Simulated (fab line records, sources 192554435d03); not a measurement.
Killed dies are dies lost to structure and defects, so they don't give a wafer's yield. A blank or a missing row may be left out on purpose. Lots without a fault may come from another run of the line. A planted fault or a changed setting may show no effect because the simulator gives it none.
fab line records | flow n5_finfet
record lots=10 wafers=30 last_day=20
route steps=1938 shown BEOL_M15@1821 MIM_TOP@1834 MIM_TOP_LITHO@1849 PASSIVATION@1936
lots that met no fault: from a run of the same line without faults
start_h: hours from the record's first day to the start of the lot's first wafer shown | wait_h: hours since the lot's step before | " the same as in the row above | L1.1+2: a row that stands for several wafers | - no value, or no start given | * or withheld: withheld | < > ~ a bound
route shown NAME@n: a module of which the file shows steps, and the number in the route of the first | usual: mean/standard deviation of fault-free wafers | same: alike in all rows | chamber/n: place in a boat | sites: the reading at each site | _std_site: their standard deviation | _edge_site: outer sites' mean less inner sites' | radius_mm: how far each site lies from the wafer's centre | mask NAME#n: copy n | behind: the tool/chamber that last shaped the wafer | hold: why the lot was held/for how many hours/how that ended | device: the transistor (n, p or np) that didn't switch | end of line: the same wafers' tests at the end of the route | a step without rows: its recipe alone | killed: dies lost to structure and defects at the first sort, not the wafer's yield | map: a wafer's dies, x killed, . not, _ none there
set.NAME: the setting as run; set.NAME@STEP: as run at that earlier step | model.NAME: the simulator's own value behind a step, which no gauge read
steps of the route over a sample of lots; a table a step, a row a wafer
services: from which hour (start_h, from the record's first day; less than 0 if before it) a tool's chamber was out of use, for how many hours, and why
## steps
# step N5_BEOL_M15_SPUTTER_45
# recipe material=Cu target_thk_a=1000 temp_c=-20 bias_v=60 power_w=26000 chamber_pressure_pa=0.13 time_s=16.67
# usual bias_v=59.9/0.55 throttle_valve_pct=29.6/1.1
# same time_s=16.67
# columns lot.wafer tool chamber start_h wait_h bias_v throttle_valve_pct
L625.2 pvd_sputter-03 - 297.71 0.0 60.6 28.0
L625.5 " - " " 59.8 27.9
L625.6 " - " " 60.2 29.1
L626.2 pvd_sputter-01 - 319.49 0.0 60.6 28.9
L626.3 " - " " 59.4 31.3
L626.4 " - " " 61.3 29.7
L636.2 pvd_sputter-02 - 369.28 0.0 59.4 31.6
L636.3 " - " " 59.3 28.8
L636.6 " - " " 59.6 29.8
L637.1 pvd_sputter-03 - 374.50 0.0 59.7 30.9
L637.4 " - " " 60.5 29.0
L637.6 " - " " 60.7 28.0
L640.2 pvd_sputter-01 - 399.68 0.0 59.4 31.0
L640.4 " - " " 59.7 28.2
L640.5 " - " " 60.1 28.9
L644.1 pvd_sputter-01 - 419.66 0.0 60.8 31.3
L644.3 " - " " 59.8 28.4
L644.5 " - " " 59.8 28.4
L642.1 pvd_sputter-01 - 420.24 0.0 60.2 28.7
L642.4 " - " " 60.4 29.9
L642.6 " - " " 60.2 28.2
L646.1 pvd_sputter-02 - 444.11 0.0 59.0 30.3
L646.2 " - " " 60.3 28.5
L646.4 " - " " 60.8 31.2
L648.4 pvd_sputter-02 - 453.31 0.0 60.5 31.4
L648.5 " - " " 59.6 29.8
L648.6 " - " " 60.1 30.5
L645.1 pvd_sputter-02 - 463.80 0.0 60.9 29.7
L645.4 " - " " 60.1 31.0
L645.5 " - " " 59.3 30.4
# step N5_BEOL_M15_ANNEAL_48
# recipe temp_c=225 time_s=90 ambient=N2
# usual anneal_temp_c=225.00/0.18 wafer_temp_C_max=225.70/0.27
# same time_s=90
# columns lot.wafer tool chamber start_h wait_h anneal_temp_c wafer_temp_C_max
L625.2 rtp_anneal-01 0 298.12 0.2 224.92 225.33
L625.5 " 0 " " 224.60 225.34
L625.6 " 0 " " 224.97 225.75
L626.2 rtp_anneal-02 0 319.89 0.2 224.85 225.78
L626.3 " 0 " " 224.88 225.91
L626.4 " 0 " " 225.03 225.85
L636.2 rtp_anneal-01 0 369.69 0.2 225.19 225.54
L636.3 " 0 " " 225.01 225.52
L636.6 " 0 " " 224.98 225.62
L637.1 rtp_anneal-01 0 375.10 0.4 225.18 225.53
L637.4 " 0 " " 225.35 225.13
L637.6 " 0 " " 225.15 225.41
L640.2 rtp_anneal-01 0 400.09 0.2 224.64 225.37
L640.4 " 0 " " 225.02 225.42
L640.5 " 0 " " 224.93 225.55
L644.1 rtp_anneal-01 0 420.02 0.2 225.04 225.70
L644.3 " 0 " " 224.98 225.35
L644.5 " 0 " " 224.97 225.50
L642.1 rtp_anneal-02 0 420.94 0.5 224.82 226.19
L642.4 " 0 " " 225.00 225.76
L642.6 " 0 " " 225.24 225.79
L646.1 rtp_anneal-01 0 444.47 0.2 225.06 225.52
L646.2 " 0 " " 225.11 225.54
L646.4 " 0 " " 224.71 225.53
L648.4 rtp_anneal-02 0 453.84 0.2 225.26 225.61
L648.5 " 0 " " 224.95 225.45
L648.6 " 0 " " 225.34 225.44
L645.1 rtp_anneal-01 0 464.55 0.6 225.31 225.45
L645.4 " 0 " " 225.17 225.62
L645.5 " 0 " " 225.44 225.44
# step N5_BEOL_M15_CMP_49
# recipe stop_on=SiO2 t_overpolish_s=4.9 down_force_psi=2 platen_rpm=80 clearing_platen_down_force_psi=2 clearing_platen_rpm=80 post_cmp_clean=cu_alkaline target_thk_nm=850 clearing_platen_pad_velocity_m_s=1.5917 pad_velocity_m_s=1.5917
# usual barrier_field_endpoint_s=11.32/0.21 motor_current_A=8.4/1.1 overpolish_run_s=4.899/0.0093 platen_rpm=80.00/0.052
# columns lot.wafer tool chamber start_h wait_h barrier_field_endpoint_s motor_current_A overpolish_run_s platen_rpm
L625.2 cmp-02 0 298.46 0.3 11.62 7.9 4.893 79.89
L625.5 " 2 " " 11.23 7.8 4.895 79.93
L625.6 " 3 " " 11.75 7.6 4.904 79.99
L626.3 cmp-03 1 320.18 0.2 11.27 11.5 4.910 79.96
L626.2 " 2 " " 11.26 8.3 4.901 80.01
L626.4 " 3 " " 11.08 9.0 4.900 80.06
L636.3 cmp-03 2 370.02 0.2 11.55 8.4 4.908 79.97
L636.2 " 3 " " 11.31 8.9 4.904 80.06
L636.6 " 0 " " 11.28 9.2 4.888 80.00
L637.4 cmp-03 3 375.49 0.2 11.32 9.2 4.895 80.01
L637.1 " 0 " " 11.03 8.9 4.897 79.95
L637.6 " 1 " " 11.37 11.0 4.901 80.05
L640.2 cmp-02 3 400.41 0.3 11.37 7.4 4.893 79.96
L640.4 " 0 " " 11.38 7.8 4.902 79.85
L640.5 " 2 " " 11.55 7.7 4.907 80.02
L644.3 cmp-02 2 420.39 0.2 11.26 7.9 4.894 80.02
L644.1 " 3 " " 11.27 7.5 4.922 80.01
L644.5 " 1 " " 10.82 8.1 4.892 79.95
L642.4 cmp-02 3 421.28 0.2 11.56 7.6 4.898 79.98
L642.1 " 0 " " 11.47 7.6 4.912 79.99
L642.6 " 3 " " 11.20 7.4 4.898 79.88
L646.4 cmp-01 2 444.77 0.1 11.57 8.2 4.904 79.93
L646.1 " 3 " " 11.58 7.5 4.903 80.05
L646.2 " 1 " " 11.27 8.8 4.898 80.05
L648.4 cmp-01 0 454.00 0.1 11.94 7.8 4.898 79.97
L648.6 " 0 " " 11.26 7.9 4.883 79.97
L648.5 " 1 " " 11.24 9.3 4.894 79.91
L645.1 cmp-02 2 464.84 0.3 11.38 8.0 4.897 80.03
L645.4 " 1 " " 11.60 8.0 4.903 79.95
L645.5 " 2 " " 11.29 7.8 4.889 79.97
# step N5_BEOL_M15_INSPECT_55
# recipe inspect_instrument=darkfield mode=post_dep
# usual raw_defect_count=70/19
# columns lot.wafer tool chamber start_h wait_h raw_defect_count
L625.2 defect_inspect-01 - 298.83 0.0 61
L625.5 " - " " 95
L625.6 " - " " 78
L626.2 defect_inspect-02 - 320.59 0.0 77
L626.3 " - " " 49
L626.4 " - " " 51
L636.2 defect_inspect-01 - 370.39 0.0 63
L636.3 " - " " 58
L636.6 " - " " 671
L637.1 defect_inspect-01 - 375.86 0.0 658
L637.4 " - " " 84
L637.6 " - " " 41
L640.2 defect_inspect-02 - 400.79 0.0 81
L640.4 " - " " 89
L640.5 " - " " 70
L644.1 defect_inspect-02 - 420.77 0.0 47
L644.3 " - " " 41
L644.5 " - " " 52
L642.1 defect_inspect-02 - 421.69 0.0 75
L642.4 " - " " 90
L642.6 " - " " 61
L646.1 defect_inspect-01 - 445.25 0.0 88
L646.2 " - " " 40
L646.4 " - " " 77
L648.4 defect_inspect-01 - 454.45 0.0 72
L648.5 " - " " 41
L648.6 " - " " 48
L645.1 defect_inspect-01 - 465.29 0.0 95
L645.4 " - " " 60
L645.5 " - " " 89
# step N5_MIM_TOP_ALD_00
# recipe material=Al2O3 target_thk_a=* temp_c=withheld ald_precursor_family=TMA ald_co_reactant=O3 pulse_time_s=withheld purge_time_s=3 co_reactant_purge_time_s=withheld co_reactant_pulse_time_s=3 ald_cycles=withheld
# usual precursor_pulse_height_rel=1.003/0.021
# columns lot.wafer tool chamber start_h wait_h precursor_pulse_height_rel
L625.2 ald_hk-01 2 303.00 0.1 1.000
L625.5 " 3 " " 0.992
L625.6 " 0 " " 1.005
L626.2 ald_hk-03 1 323.35 0.1 1.028
L626.3 " 0 " " 1.035
L626.4 " 3 " " 1.007
L636.2 ald_hk-02 0 372.84 0.1 1.016
L636.3 " 2 " " 1.027
L636.6 " 3 " " 0.980
L637.1 ald_hk-02 1 379.33 0.1 1.004
L637.4 " 0 " " 1.020
L637.6 " 3 " " 1.029
L640.2 ald_hk-03 3 402.50 0.1 1.017
L640.4 " 0 " " 0.990
L640.5 " 2 " " 0.949
L644.1 ald_hk-01 2 422.83 0.1 0.994
L644.3 " 0 " " 1.000
L644.5 " 3 " " 1.002
L642.1 ald_hk-01 3 423.55 0.1 0.996
L642.4 " 1 " " 1.006
L642.6 " 2 " " 0.975
L646.1 ald_hk-02 3 448.58 0.1 1.007
L646.2 " 0 " " 0.959
L646.4 " 2 " " 0.995
L648.4 ald_hk-01 1 455.75 0.1 1.004
L648.5 " 1 " " 1.024
L648.6 " 2 " " 1.045
L645.1 ald_hk-01 2 466.72 0.1 1.002
L645.4 " 0 " " 1.006
L645.5 " 0 " " 1.039
# step N5_MIM_TOP_LITHO_INSPECT_12
# recipe mode=adi inspect_instrument=macro
# usual raw_defect_count=2.0/1.5
# columns lot.wafer tool chamber start_h wait_h raw_defect_count
L625.2 defect_inspect-02 - 304.05 0.0 2
L625.5 " - " " 1
L625.6 " - " " 0
L626.2 defect_inspect-01 - 324.86 0.0 0
L626.3 " - " " 5
L626.4 " - " " 2
L636.2 defect_inspect-02 - 374.20 0.0 3
L636.3 " - " " 1
L636.6 " - " " >300
L637.1 defect_inspect-02 - 380.58 0.0 >300
L637.4 " - " " 3
L637.6 " - " " 3
L640.2 defect_inspect-02 - 406.32 0.0 1
L640.4 " - " " 4
L640.5 " - " " 2
L644.1 defect_inspect-02 - 424.49 0.0 4
L644.3 " - " " 8
L644.5 " - " " 1
L642.1 defect_inspect-01 - 427.03 0.0 1
L642.4 " - " " 3
L642.6 " - " " 1
L646.1 defect_inspect-01 - 451.10 0.0 4
L646.2 " - " " 3
L646.4 " - " " 5
L648.4 defect_inspect-01 - 458.40 0.0 2
L648.5 " - " " 4
L648.6 " - " " 1
L645.1 defect_inspect-02 - 469.75 0.0 0
L645.4 " - " " 1
L645.5 " - " " 0
# step N5_PASSIVATION_PROBE_49
# usual defect_limited_yield=91.2/1.3 killed_at_M0_to_M3=34/9.2 killed_at_M4_up=14/5 killed_at_contacts=13/6.7 killed_at_front_end=39/12 killed_at_other=4/3.3 killed_dies=104/15 killed_on_rim=14/3.7 killed_open=68/12 killed_short=34/7.5 sort_bin_5_function=5.2/0.87 sort_bin_6_memory=3.3/0.63 sort_n_pass=1076/15 sort_yield_pct=91.2/1.3
# same gross_dies=1180 killed_at_back_side=0 sort_bin_4_leakage[%]=0 sort_bin_8_speed[%]=0
# columns lot.wafer tool chamber start_h wait_h defect_limited_yield[%] killed_at_M0_to_M3 killed_at_M4_up killed_at_contacts killed_at_front_end killed_at_other killed_dies killed_on_rim killed_open killed_short sort_bin_5_function[%] sort_bin_6_memory[%] sort_n_pass sort_yield_pct[%]
L636.2 prober-02 - 385.19 0.1 92.4 15 17 20 36 2 90 13 70 19 4.7 2.8 1090 92.4
L636.3 prober-02 - 385.24 0.1 91.0 36 11 22 36 1 106 15 65 41 4.9 3.6 1074 91.0
L636.6 prober-02 - 385.39 0.3 54.8 16 458 8 51 0 533 70 70 20 29.7 12.4 647 54.8
L637.1 prober-02 - 392.50 0.0 55.8 16 456 6 43 1 522 68 59 16 27.3 14.2 658 55.8
L637.4 prober-02 - 392.65 0.2 89.7 27 15 8 66 5 121 20 85 36 6.8 3.2 1059 89.7
L637.6 prober-02 - 392.75 0.3 93.1 24 8 19 26 4 81 20 53 28 4.4 2.4 1099 93.1
# killed by level:class
L636.2 MOL_CONTACT_COAG:geometric_particle:open=18 FIN_SAQP:geometric_particle:open=13 BEOL_M4:geometric_particle:open=9 STI_FIN_REVEAL:geometric_particle:open=5 DUMMY_GATE:geometric_particle:open=5 BEOL_M3:geometric_particle:open=4 FIN_SAQP:geometric_particle:short=3 BEOL_M0:geometric_particle:open=3
L636.3 MOL_CONTACT_COAG:geometric_particle:open=14 FIN_SAQP:geometric_particle:open=11 MOL_CONTACT_COAG:geometric_particle:short=8 BEOL_M3:geometric_particle:open=8 DUMMY_GATE:geometric_particle:open=6 FIN_SAQP:geometric_particle:short=5 BEOL_M0_SAQP:geometric_particle:open=5 BEOL_M0_SAQP:geometric_particle:short=5
L636.6 BEOL_M15:unspecified=442 FIN_SAQP:geometric_particle:open=24 BEOL_M4:geometric_particle:open=9 STI_FIN_REVEAL:geometric_particle:open=6 MOL_CONTACT_COAG:geometric_particle:open=6 DUMMY_GATE:geometric_particle:open=5 BEOL_M0_SAQP:geometric_particle:open=5 FIN_SAQP:geometric_particle:short=4
L637.1 BEOL_M15:unspecified=447 STI_FIN_REVEAL:geometric_particle:open=22 BEOL_M3:geometric_particle:open=8 FIN_SAQP:geometric_particle:open=6 MOL_CONTACT_COAG:geometric_particle:open=6 STI_FIN_REVEAL:geometric_particle:short=4 BEOL_M4:geometric_particle:open=4 BEOL_M0_SAQP:geometric_particle:open=3
L637.4 STI_FIN_REVEAL:geometric_particle:open=29 MOL_CONTACT_COAG:geometric_particle:open=7 BEOL_M0_SAQP:geometric_particle:short=7 FIN_SAQP:geometric_particle:short=6 FIN_SAQP:geometric_particle:open=6 GATE_CUT:geometric_particle:short=6 BEOL_M0_SAQP:geometric_particle:open=6 BEOL_M5:geometric_particle:open=6
L637.6 MOL_CONTACT_COAG:geometric_particle:open=17 BEOL_M3:geometric_particle:open=6 FIN_SAQP:geometric_particle:short=5 STI_FIN_REVEAL:geometric_particle:open=5 BEOL_M2:geometric_particle:open=4 BEOL_M5:geometric_particle:open=4 GATE_CUT:geometric_particle:short=3 BEOL_M0_SAQP:geometric_particle:open=3
## services
# columns tool chamber start_h hours kind
cmp-01 - 274.58 4.7 repair
cmp-03 - 278.94 23.6 repair
ald_hk-01 - 298.45 2.8 pm
ald_hk-03 - 311.86 1.6 repair
cmp-02 - 312.09 4.0 pm
cmp-02 - 316.09 - consumable_replace:conditioner
cmp-02 - 316.09 - consumable_replace:pad
ald_hk-01 - 323.36 0.6 repair
ald_hk-02 - 352.36 2.8 pm
cmp-02 - 358.42 7.3 pm
cmp-01 - 376.04 0.6 repair
rtp_anneal-01 - 377.49 4.6 pm
cmp-02 - 385.38 0.5 repair
cmp-01 - 389.82 1.8 repair
cmp-01 - 417.31 1.3 repair
cmp-02 - 423.25 2.1 repair
ald_hk-03 - 424.67 3.2 repair
cmp-03 - 440.34 6.3 pm
pvd_sputter-02 - 444.70 7.5 repair
ald_hk-03 - 454.17 1.2 repair
## key
first_sign step=N5_BEOL_M15_INSPECT_55 reading=raw_defect_count direction=up sigmas=31 usual=70 struck=664
effect step=N5_MIM_TOP_LITHO_INSPECT_12 reading=raw_defect_count direction=up sigmas=99+ usual=2.0 struck=>300
effect step=N5_PASSIVATION_PROBE_49 reading=killed_at_M4_up direction=up sigmas=88 usual=14 struck=457
more_kills_born_at N5_BEOL_M15_CMP_49@cmp-03=889
met_at N5_BEOL_M15_CMP_49
struck_lots L636,L637
struck_wafers L636.6,L637.1
not_acting_at N5_BEOL_M15_SPUTTER_45,N5_BEOL_M15_ANNEAL_48,N5_MIM_TOP_ALD_00
fault kind=chamber_particle_source tool=cmp-03 chamber=0 onset_h=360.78 steps=N5_BEOL_M15_CMP_49 rate_per_visit_cm2=0.91072 end_h=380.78
